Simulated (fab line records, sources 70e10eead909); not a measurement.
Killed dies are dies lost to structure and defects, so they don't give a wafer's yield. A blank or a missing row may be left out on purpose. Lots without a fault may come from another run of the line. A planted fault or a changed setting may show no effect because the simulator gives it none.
fab line records | flow nand_harc
record lots=5 wafers=15 last_day=32
route steps=1302 shown P_STI@107 P_GATE@110 END@1302
lots that met no fault: from a run of the same line without faults
start_h: hours from the record's first day to the start of the lot's first wafer shown | wait_h: hours since the lot's step before | " the same as in the row above | L1.1+2: a row that stands for several wafers | - no value, or no start given | * or withheld: withheld | < > ~ a bound
route shown NAME@n: a module of which the file shows steps, and the number in the route of the first | usual: mean/standard deviation of fault-free wafers | same: alike in all rows | chamber/n: place in a boat | sites: the reading at each site | _std_site: their standard deviation | _edge_site: outer sites' mean less inner sites' | radius_mm: how far each site lies from the wafer's centre | mask NAME#n: copy n | behind: the tool/chamber that last shaped the wafer | hold: why the lot was held/for how many hours/how that ended | device: the transistor (n, p or np) that didn't switch | end of line: the same wafers' tests at the end of the route | a step without rows: its recipe alone | killed: dies lost to structure and defects at the first sort, not the wafer's yield | map: a wafer's dies, x killed, . not, _ none there
set.NAME: the setting as run; set.NAME@STEP: as run at that earlier step | model.NAME: the simulator's own value behind a step, which no gauge read
lots at some steps of the route; a table a step, a row a wafer
services: from which hour (start_h, from the record's first day; less than 0 if before it) a tool's chamber was out of use, for how many hours, and why
## steps
# step NHARC_P_STI_SRD_39
# step NHARC_P_STI_OXIDE_40
# recipe target_thk_a=100 temp_c=900 ox_time_s=1362 material=SiO2
# step NHARC_P_STI_INSPECT_25
# usual raw_defect_count=215/75
# columns lot.wafer tool chamber start_h wait_h raw_defect_count
L477.1 defect_inspect-02 - 83.87 0.4 297
L477.2 " - " " 136
L477.6 " - " " 226
L481.2 defect_inspect-02 - 121.05 0.4 216
L481.4 " - " " 231
L481.6 " - " " 247
L485.2 defect_inspect-01 - 168.32 0.4 208
L485.3 " - " " 316
L485.5 " - " " 169
L486.2 defect_inspect-02 - 168.32 0.4 181
L486.3 " - " " 184
L486.4 " - " " 127
L496.2 defect_inspect-01 - 269.09 0.4 112
L496.5 " - " " 131
L496.6 " - " " 112
# step NHARC_P_GATE_ETCH_69
# recipe target_depth_a=140 chemistry=dHF material=SiO2
# step NHARC_P_GATE_PRECLEAN_70
# recipe time_s=* temp_c=50 bath_age_min=0 chemistry=SC1
# step NHARC_P_GATE_SRD_01
# step NHARC_P_GATE_OXIDE_02
# recipe target_thk_a=375 temp_c=950 p_h2o_torr=720 ox_time_s=365 material=SiO2
# step NHARC_P_GATE_DEHYDRATE_03
# recipe temp_c=150 time_s=120
# step NHARC_P_GATE_HMDS_04
# recipe time_s=30
# step NHARC_P_GATE_COAT_05
# recipe spin_rpm=4690
# step NHARC_P_GATE_SOFTBAKE_06
# recipe temp_c=122 time_s=95
# step NHARC_P_GATE_EBR_07
# step NHARC_P_GATE_EXPOSE_08
# recipe na=0.6 dose_mj=16.75 mask_id=P_HV
# columns lot.wafer tool chamber start_h wait_h mask
L477.1+2+6 krf_scanner-04 0 92.62 - P_HV#0
L481.2+4+6 krf_scanner-01 0 129.38 - P_HV#0
L486.2+3+4 krf_scanner-04 0 176.61 - P_PSD#0
L485.2+3+5 krf_scanner-03 0 176.78 - P_HV#0
L496.2+5+6 krf_scanner-04 0 277.89 - P_HV#0
# step NHARC_P_GATE_PEB_09
# recipe peb_temp_c=118 peb_time_s=85
# step NHARC_P_GATE_DEVELOP_10
# recipe time_s=70
# step NHARC_P_GATE_CD_MEAS_11
# recipe target_cd_nm=1640 landing_energy_ev=500
# usual cd_nm=1640.1/1.4
# columns lot.wafer tool chamber start_h wait_h cd_nm
L477.1 cd_sem-03 0 92.77 - 1639.8
L477.2 " 0 " " 1641.4
L477.6 " 0 " " 1642.6
L481.2 cd_sem-03 0 129.53 - 1641.2
L481.4 " 0 " " 1640.1
L481.6 " 0 " " 1639.8
L486.2 cd_sem-03 0 176.77 - -
L486.3 " 0 " " -
L486.4 " 0 " " -
L485.2 cd_sem-01 0 176.93 - 1639.7
L485.3 " 0 " " 1639.5
L485.5 " 0 " " 1637.8
L496.2 cd_sem-01 0 278.04 - 1640.7
L496.5 " 0 " " 1640.6
L496.6 " 0 " " 1640.9
# step NHARC_P_GATE_HARDBAKE_12
# recipe temp_c=125 time_s=80
# step NHARC_END_SORT_01
# recipe temp_c=25
# usual killed_at_array=60/21 killed_at_other=1.0/1.2 killed_at_periphery=4.2/2.8 killed_dies=65/20 killed_open=3.1/1.8 killed_short=2.6/1.6
# same gross_dies=677
# columns lot.wafer tool chamber start_h wait_h killed_at_array killed_at_other killed_at_periphery killed_dies killed_open killed_short
L486.2 prober-02 0 649.39 2.8 62 0 615 677 5 6
L486.3 prober-02 0 650.20 3.1 54 0 623 677 3 1
L486.4 prober-02 0 651.00 3.4 63 0 614 677 1 2
# killed by level:class
L486.2 P_GATE:area_expose=614 A_SLIT:chamber_film_flake=17 A_CHANNEL_HOLE_D1:chamber_film_flake=12 A_CHANNEL_HOLE_D2:chamber_film_flake=11 A_CONTACT:chamber_film_flake=10 A_ONON_D2:geometric_particle:open=2 A_M0:geometric_particle:open=2 A_CHANNEL_FILL_D2:chamber_film_flake=2
L486.3 P_GATE:area_expose=623 A_CHANNEL_HOLE_D2:chamber_film_flake=19 A_SLIT:chamber_film_flake=15 A_CHANNEL_HOLE_D1:chamber_film_flake=7 A_CONTACT:chamber_film_flake=4 A_CHANNEL_FILL_D1:geometric_particle:short=1 A_ONON_D2:geometric_particle:open=1 A_M0:geometric_particle:open=1
L486.4 P_GATE:area_expose=613 A_SLIT:chamber_film_flake=35 A_CHANNEL_HOLE_D2:chamber_film_flake=9 A_CHANNEL_HOLE_D1:chamber_film_flake=5 A_CONTACT:chamber_film_flake=4 A_STAIRCASE:chamber_film_flake=3 A_CHANNEL_FILL_D2:chamber_film_flake=2 P_M0:geometric_particle:short=1
# map L486.2 (x killed, . not)
____________x____________
_________xxxxxxx_________
_______xxxxxxxxxxx_______
______xxxxxxxxxxxxx______
_____xxxxxxxxxxxxxxx_____
____xxxxxxxxxxxxxxxxx____
____xxxxxxxxxxxxxxxxx____
___xxxxxxxxxxxxxxxxxxx___
___xxxxxxxxxxxxxxxxxxx___
__xxxxxxxxxxxxxxxxxxxxx__
__xxxxxxxxxxxxxxxxxxxxx__
_xxxxxxxxxxxxxxxxxxxxxxx_
_xxxxxxxxxxxxxxxxxxxxxxx_
_xxxxxxxxxxxxxxxxxxxxxxx_
_xxxxxxxxxxxxxxxxxxxxxxx_
_xxxxxxxxxxxxxxxxxxxxxxx_
xxxxxxxxxxxxxxxxxxxxxxxxx
xxxxxxxxxxxxxxxxxxxxxxxxx
xxxxxxxxxxxxxxxxxxxxxxxxx
xxxxxxxxxxxxxxxxxxxxxxxxx
xxxxxxxxxxxxxxxxxxxxxxxxx
_xxxxxxxxxxxxxxxxxxxxxxx_
_xxxxxxxxxxxxxxxxxxxxxxx_
_xxxxxxxxxxxxxxxxxxxxxxx_
_xxxxxxxxxxxxxxxxxxxxxxx_
_xxxxxxxxxxxxxxxxxxxxxxx_
__xxxxxxxxxxxxxxxxxxxxx__
__xxxxxxxxxxxxxxxxxxxxx__
___xxxxxxxxxxxxxxxxxxx___
___xxxxxxxxxxxxxxxxxxx___
____xxxxxxxxxxxxxxxxx____
____xxxxxxxxxxxxxxxxx____
_____xxxxxxxxxxxxxxx_____
______xxxxxxxxxxxxx______
_______xxxxxxxxxxx_______
_________xxxxxxx_________
____________x____________
# map L477.2 (x killed, . not)
____________.____________
_________......._________
_______.....x....x_______
______.xx....x.....______
_____.x........x...._____
____.x......x........____
____x.x.x..xxx.x.....____
___..xxx..xxxxx.......___
___..xxxxxxxxxx.......___
__...xxxxx..xxx....x...__
__..xxxxxxxxxxxx.......__
_...xxxx...xx..........._
_...xxxxx..............._
_.....x.xx.............._
_...............x......._
_......................._
.......x.................
.............x...........
.........................
.........................
...............x.........
_......................._
_.x.....x..............._
_......................._
_x.........x......x....._
_..............x........_
__.....................__
__...........x......x..__
___...x.......xx......___
___..........x.x....x.___
____...............xx____
____.................____
_____.......x......._____
______.............______
_______..........._______
_________......._________
____________.____________
## services
# columns tool chamber start_h hours kind
krf_scanner-04 - 69.81 2.5 repair
krf_scanner-03 - 75.25 1.2 repair
krf_scanner-03 - 96.23 0.5 repair
krf_scanner-04 - 117.63 0.5 repair
krf_scanner-01 - 133.29 9.4 repair
krf_scanner-01 - 144.55 4.0 pm
krf_scanner-03 - 159.09 0.3 repair
krf_scanner-04 - 174.33 1.0 repair
krf_scanner-01 - 176.73 4.5 repair
krf_scanner-04 - 182.00 4.0 pm
krf_scanner-01 - 212.04 1.8 repair
krf_scanner-03 - 224.03 4.0 pm
krf_scanner-03 - 262.59 0.5 repair
krf_scanner-03 - 270.94 2.8 repair
krf_scanner-01 - 275.42 1.2 repair
## key
first_sign step=NHARC_P_GATE_EXPOSE_08 reading=mask direction=changed
effect step=NHARC_P_GATE_CD_MEAS_11 reading=cd_nm direction=missing
effect step=NHARC_END_SORT_01 reading=killed_at_periphery direction=up sigmas=99+ usual=4.2 struck=617.3
more_kills_born_at NHARC_P_GATE_EXPOSE_08@krf_scanner-04=1850
met_at NHARC_P_GATE_EXPOSE_08
struck_wafers L486.2,L486.3,L486.4
later_rows_left_out L486.2,L486.3,L486.4
tester_left_out L486
onset_between 92.62 176.61
fault kind=wrong_mask tool=any chamber=- onset_h=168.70 steps=NHARC_P_GATE_EXPOSE_08 aux_copy=P_PSD#0 scope=struck_lots_only
# tester_left_out: of these lots the tester's yield and bins aren't shown, on N5 and GAA mostly nor the transistor test; their killed dies are dies lost to structure and defects alone, not to doping, threshold or leakage, so they don't give the yield
# later_rows_left_out: the simulator's readings of these wafers behind a module that went badly wrong aren't trusted and aren't shown, but for the sort
